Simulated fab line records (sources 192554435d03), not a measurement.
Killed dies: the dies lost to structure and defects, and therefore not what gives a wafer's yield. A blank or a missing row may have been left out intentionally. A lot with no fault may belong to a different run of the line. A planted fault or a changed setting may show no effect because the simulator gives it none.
Code-filled problem report in 8D (eight disciplines) form	flow n5 finfet	the parts of the form that need people (team, actions taken, sign-off) are left out

## 1. THE ISSUE
spin speed rpm at N5_BEOL_M5_COAT_74 reads a mean of 1604.9 rpm on 6 wafers of 2 lots; wafers without a fault read 1499.9 rpm with a standard deviation of 0.94. So: +99 or more standard deviations from the usual mean.
The step: time 60 s, resist thk 5 nm.
Seen first at day 12 08:08 on litho track-02, wafer L491.1. At this step, 33 wafers from 11 lots have a number in the record. Rule for "out", or "out of limits": more than 4 standard deviations from the usual mean. Any other wafer with a number is counted as sound.

## 2. WHAT IT IS; WHAT IT IS NOT
question	is	is not
which readings at this step	spin speed rpm	-
which lots	L491, L493	L476, L479, L480, L481, L482, L489, L497, L498, L499
which wafers of those lots	all that have a number	-
read on which tools	litho track-02	litho track-04, litho track-05
when	from day 12 08:08	up to then (18 sound wafers); but 9 sound wafers of L497, L498, L499 came after

## 3. SUSPECTS, AND WHAT RULES EACH OUT
Counting: a tool stays on the suspect list if, at a process step up to the reading, it processed all lots that are out and no sound lot following the first of them.
- litho track-02 at N5_BEOL_M5_COAT_74 (time 60 s, resist thk 5 nm): kept. Every lot that is out went through it, starting with L491 (day 12 08:08), and after that it ran no sound lot; the last sound lot it ran before then is L482 (day 9 16:16). On those wafers its own readings are out: spin speed rpm.
The count leaves litho track-02 at N5_BEOL_M5_COAT_74.

## 4. THE CAUSE (what the simulator had put in)
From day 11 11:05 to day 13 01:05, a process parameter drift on litho track-02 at N5_BEOL_M5_COAT_74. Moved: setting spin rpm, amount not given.
Only this tool survived the counting.

## 5. SEQUENCE OF EFFECTS, ordered by route
Rows list readings where the struck wafers' mean (over those with a number) sits beyond 3 standard deviations from the usual. Scope: only readings with a usual standard deviation given in the record; hours: median across lots of the time from each lot's start at the first step in this table that gives one to its start at this step; sigmas: change in usual standard deviations.
hours	step	reading	usual	on struck wafers	change	sigmas
0	N5_BEOL_M5_COAT_74	spin speed rpm	1499.9 rpm	1604.9	+105.0	+99 or more
Process steps it contains:
- N5_BEOL_M5_COAT_74: time 60 s, resist thk 5 nm.
Later measuring or inspecting steps at which every struck wafer that the step has a row for has a number for every such reading, and none has moved that far: N5_BEOL_M5_CD_MEAS_28, N5_BEOL_M5_INSPECT_30.

## 6. WHAT WOULD HAVE CAUGHT IT SOONER
The fault began at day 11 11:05; the first out-of-limits reading in this record came at day 12 08:08, 21 hours later.
